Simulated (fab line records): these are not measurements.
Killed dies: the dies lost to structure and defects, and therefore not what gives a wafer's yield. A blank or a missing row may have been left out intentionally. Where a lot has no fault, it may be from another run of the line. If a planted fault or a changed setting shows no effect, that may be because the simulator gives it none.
Which of the tools did it? + flow nandHarc + Sampling: 13 lots, 39 wafers, 5 of 1302 route steps

== WHAT THE GAUGES READ, wafer by wafer ==
NHARC_A_BLC_CD_MEAS_19.
| lot  | measured     | on       | cdNm (nm)         |
|------|--------------|----------|-------------------|
| L575 | day 23 04:44 | cdSem-02 | 97.2 102.0 96.7   |
| L576 | day 23 18:05 | cdSem-03 | 99.5 101.1 98.8   |
| L580 | day 25 15:49 | cdSem-02 | 98.4 99.6 97.6    |
| L581 | day 25 17:39 | cdSem-01 | 99.0 103.7 99.4   |
| L582 | day 26 08:49 | cdSem-02 | 99.7 102.0 100.2  |
| L584 | day 27 13:17 | cdSem-01 | 99.1 101.9 99.8   |
| L587 | day 27 16:59 | cdSem-03 | 98.7 99.0 101.6   |
| L589 | day 28 21:22 | cdSem-02 | 101.1 100.8 98.5  |
| L592 | day 29 20:25 | cdSem-02 | 99.2 100.4 100.2  |
| L595 | day 31 05:32 | cdSem-02 | 99.4 102.8 100.0  |
| L594 | day 31 07:34 | cdSem-01 | 98.7 102.1 101.0  |
| L596 | day 31 19:34 | cdSem-02 | 97.2 99.9 98.3    |
| L597 | day 31 20:35 | cdSem-02 | 103.1 102.3 104.0 |

NHARC_END_SORT_01.
| lot  | measured     | on        | defectLimitedYield (%) | killedAtArray | killedAtOther | killedAtPeriphery | killedDies | killedOpen | killedShort |
|------|--------------|-----------|------------------------|---------------|---------------|-------------------|------------|------------|-------------|
| L575 | day 25 01:00 | prober-01 | 87.7 88.2 90.0         | 82 76 62      | 0 1 2         | 1 3 4             | 83 80 68   | 5 3 6      | 2 2 3       |
| L576 | day 25 13:47 | prober-01 | 96.0 94.7 94.2         | 22 25 34      | 2 4 1         | 3 7 4             | 27 36 39   | 0 3 3      | 2 3 7       |
| L580 | day 27 11:46 | prober-01 | 92.0 91.4 90.1         | 50 56 64      | 1 0 0         | 3 2 3             | 54 58 67   | 3 0 2      | 1 1 1       |
| L581 | day 27 11:46 | prober-02 | 92.8 89.1 89.1         | 45 70 72      | 0 0 0         | 4 4 2             | 49 74 74   | 1 2 5      | 3 1 2       |
| L582 | day 28 04:57 | prober-02 | 85.7 84.2 86.4         | 94 99 86      | 1 2 3         | 2 6 3             | 97 107 92  | 3 1 7      | 3 4 5       |
| L584 | day 29 07:54 | prober-01 | 92.5 91.3 92.9         | 51 57 48      | 0 0 0         | 0 2 0             | 51 59 48   | 0 2 1      | 2 2 3       |
| L587 | day 29 08:45 | prober-02 | 85.2 85.8 85.4         | 98 94 98      | 0 2 0         | 2 0 1             | 100 96 99  | 6 3 1      | 5 5 3       |
| L589 | day 30 16:39 | prober-02 | 91.3 90.5 92.0         | 55 63 52      | 1 0 0         | 3 1 2             | 59 64 54   | 4 0 3      | 1 2 4       |
| L592 | day 31 14:25 | prober-01 | 91.4 93.5 92.3         | 46 41 45      | 1 0 2         | 11 3 5            | 58 44 52   | 4 2 6      | 2 3 2       |
| L595 | day 33 11:52 | prober-01 | 85.5 85.4 86.7         | 93 90 86      | 2 4 2         | 3 5 2             | 98 99 90   | 3 4 2      | 1 0 0       |
| L594 | day 33 02:34 | prober-02 | 91.1 91.6 90.5         | 59 55 61      | 0 1 1         | 1 1 2             | 60 57 64   | 3 2 3      | 2 0 2       |
| L596 | day 33 16:25 | prober-02 | 90.5 88.6 87.3         | 60 75 84      | 2 1 1         | 2 1 1             | 64 77 86   | 4 1 2      | 2 1 2       |
| L597 | day 33 19:38 | prober-01 | 92.8 94.5 92.3         | 43 33 46      | 4 2 3         | 2 2 3             | 49 37 52   | 2 2 5      | 0 1 4       |

== WHICH TOOL RAN EACH LOT (tool, then ch and the chambers of the sampled wafers, then the start) ==
| lot  | NHARC_A_BLC_ETCH_16               | NHARC_A_BLC_DEGAS_30        | NHARC_A_M0_SOFTBAKE_04           |
|------|-----------------------------------|-----------------------------|----------------------------------|
| L575 | rieDiel-09 ch 1,2,3, day 23 03:51 | pvdSputter-01, day 23 05:20 | lithoTrack-01 ch 0, day 23 07:00 |
| L576 | rieDiel-06 ch 0,2,3, day 23 17:12 | pvdSputter-02, day 23 18:41 | lithoTrack-04 ch 0, day 23 20:00 |
| L580 | rieDiel-08 ch 1,2,3, day 25 14:57 | pvdSputter-01, day 25 16:25 | lithoTrack-04 ch 0, day 25 18:00 |
| L581 | rieDiel-06 ch 0,1,2, day 25 16:47 | pvdSputter-03, day 25 18:15 | lithoTrack-06 ch 0, day 25 20:00 |
| L582 | rieDiel-08 ch 0,2, day 26 07:52   | pvdSputter-02, day 26 09:25 | lithoTrack-01 ch 0, day 26 11:00 |
| L584 | rieDiel-06 ch 0,1,3, day 27 12:24 | pvdSputter-01, day 27 13:53 | lithoTrack-04 ch 0, day 27 16:00 |
| L587 | rieDiel-06 ch 0,3, day 27 15:37   | pvdSputter-03, day 27 17:37 | lithoTrack-04 ch 0, day 27 19:00 |
| L589 | rieDiel-08 ch 1,2, day 28 20:29   | pvdSputter-02, day 28 21:59 | lithoTrack-04 ch 0, day 28 23:00 |
| L592 | rieDiel-08 ch 0,2, day 29 19:32   | pvdSputter-02, day 29 21:02 | lithoTrack-04 ch 0, day 29 22:00 |
| L595 | rieDiel-06 ch 0,2,3, day 31 04:40 | pvdSputter-03, day 31 06:08 | lithoTrack-01 ch 0, day 31 08:00 |
| L594 | rieDiel-06 ch 1,2,3, day 31 06:41 | pvdSputter-01, day 31 08:11 | lithoTrack-06 ch 0, day 31 10:00 |
| L596 | rieDiel-08 ch 0,3, day 31 18:41   | pvdSputter-03, day 31 20:10 | lithoTrack-01 ch 0, day 31 22:00 |
| L597 | rieDiel-06 ch 1,2,3, day 31 19:41 | pvdSputter-01, day 31 21:10 | lithoTrack-01 ch 0, day 31 23:00 |
- NHARC_A_BLC_ETCH_16: etches the open film in CF4, target depth 39 nm, time 65 s.
- NHARC_A_BLC_DEGAS_30: time 60 s.
- NHARC_A_M0_SOFTBAKE_04: time 55 s.

== AS READ BY THE TOOLS THEMSELVES (means over the sampled wafers that have a number; for cases with no such wafer, the mark the record gives instead) ==
NHARC_A_BLC_ETCH_16.
| lot  | tool       | drypumpMotorCurrentA (A) | oesProductAu (a.u.) | rfVppV (V) | showerheadPlenumPTorr (Torr) | throttleValvePct (%) |
|------|------------|--------------------------|---------------------|------------|------------------------------|----------------------|
| L575 | rieDiel-09 | 5.6                      | 1.006               | 151.3      | 1.78                         | 13.281               |
| L576 | rieDiel-06 | 5.9                      | 1.005               | 150.6      | 1.70                         | 13.290               |
| L580 | rieDiel-08 | 6.0                      | 0.985               | 150.9      | 1.75                         | 13.278               |
| L581 | rieDiel-06 | 6.3                      | 1.008               | 151.0      | 1.69                         | 13.279               |
| L582 | rieDiel-08 | 5.3                      | 0.994               | 150.8      | 1.73                         | 13.284               |
| L584 | rieDiel-06 | 6.0                      | 1.001               | 150.2      | 1.67                         | 13.281               |
| L587 | rieDiel-06 | 5.5                      | 1.006               | 149.1      | 1.67                         | 13.288               |
| L589 | rieDiel-08 | 6.1                      | 0.998               | 150.6      | 1.72                         | 13.277               |
| L592 | rieDiel-08 | 5.6                      | 0.990               | 151.3      | 1.73                         | 13.288               |
| L595 | rieDiel-06 | 5.9                      | 0.995               | 149.8      | 1.69                         | 13.278               |
| L594 | rieDiel-06 | 5.7                      | 1.001               | 148.7      | 1.68                         | 13.278               |
| L596 | rieDiel-08 | 5.5                      | 1.004               | 151.7      | 1.78                         | 13.288               |
| L597 | rieDiel-06 | 5.7                      | 0.997               | 149.9      | 1.68                         | 13.279               |

NHARC_A_BLC_DEGAS_30.
| lot  | tool          | heaterPowerW (W) |
|------|---------------|------------------|
| L575 | pvdSputter-01 | 396              |
| L576 | pvdSputter-02 | 454              |
| L580 | pvdSputter-01 | 474              |
| L581 | pvdSputter-03 | 470              |
| L582 | pvdSputter-02 | 460              |
| L584 | pvdSputter-01 | 494              |
| L587 | pvdSputter-03 | 445              |
| L589 | pvdSputter-02 | 420              |
| L592 | pvdSputter-02 | 462              |
| L595 | pvdSputter-03 | 443              |
| L594 | pvdSputter-01 | 473              |
| L596 | pvdSputter-03 | 439              |
| L597 | pvdSputter-01 | 421              |

NHARC_A_M0_SOFTBAKE_04.
| lot  | tool          | heaterPowerTotalW (W) |
|------|---------------|-----------------------|
| L575 | lithoTrack-01 | 188.55                |
| L576 | lithoTrack-04 | 188.55                |
| L580 | lithoTrack-04 | 188.43                |
| L581 | lithoTrack-06 | 188.34                |
| L582 | lithoTrack-01 | 188.46                |
| L584 | lithoTrack-04 | 188.69                |
| L587 | lithoTrack-04 | 188.34                |
| L589 | lithoTrack-04 | 175.15                |
| L592 | lithoTrack-04 | 175.26                |
| L595 | lithoTrack-01 | 188.56                |
| L594 | lithoTrack-06 | 188.41                |
| L596 | lithoTrack-01 | 188.48                |
| L597 | lithoTrack-01 | 188.53                |

== THE ANSWER, worked out from the rows above alone ==
Rule: the usual values come from the lots themselves. The widest of any qualifying gaps counts: lots, ordered by their means at a reading, are off when they make up no more than a third of the lots, leave a main group of 4 or more, and stand apart from it by 3 or more times the standard deviation of that group's means. A main group is skipped when, at the precision printed for the reading in the tables above, its means are all equal. A lot without any number at a reading at which 4 lots or more have one is off too. Any other lot the step has rows for is counted as sound. After the gauges, taken in route order, come the tools' own readings; for these a lot's mean is taken, as printed above. The first step at which some lot is off is used, and at that step the reading that is off furthest; a lot without a number counts as furthest.
Off at NHARC_A_M0_SOFTBAKE_04 (heaterPowerTotalW): L589, L592. Mean 188.49 W and standard deviation 0.1 in the main group.
A tool fits if, at that step or a process step before it, it ran every lot that is off, and no sound lot after the first of them. 2 tools fit, pvdSputter-02 at NHARC_A_BLC_DEGAS_30 and lithoTrack-04 at NHARC_A_M0_SOFTBAKE_04, so this cannot tell which one it is.

== WHAT THE SIMULATOR HAD PUT IN ==
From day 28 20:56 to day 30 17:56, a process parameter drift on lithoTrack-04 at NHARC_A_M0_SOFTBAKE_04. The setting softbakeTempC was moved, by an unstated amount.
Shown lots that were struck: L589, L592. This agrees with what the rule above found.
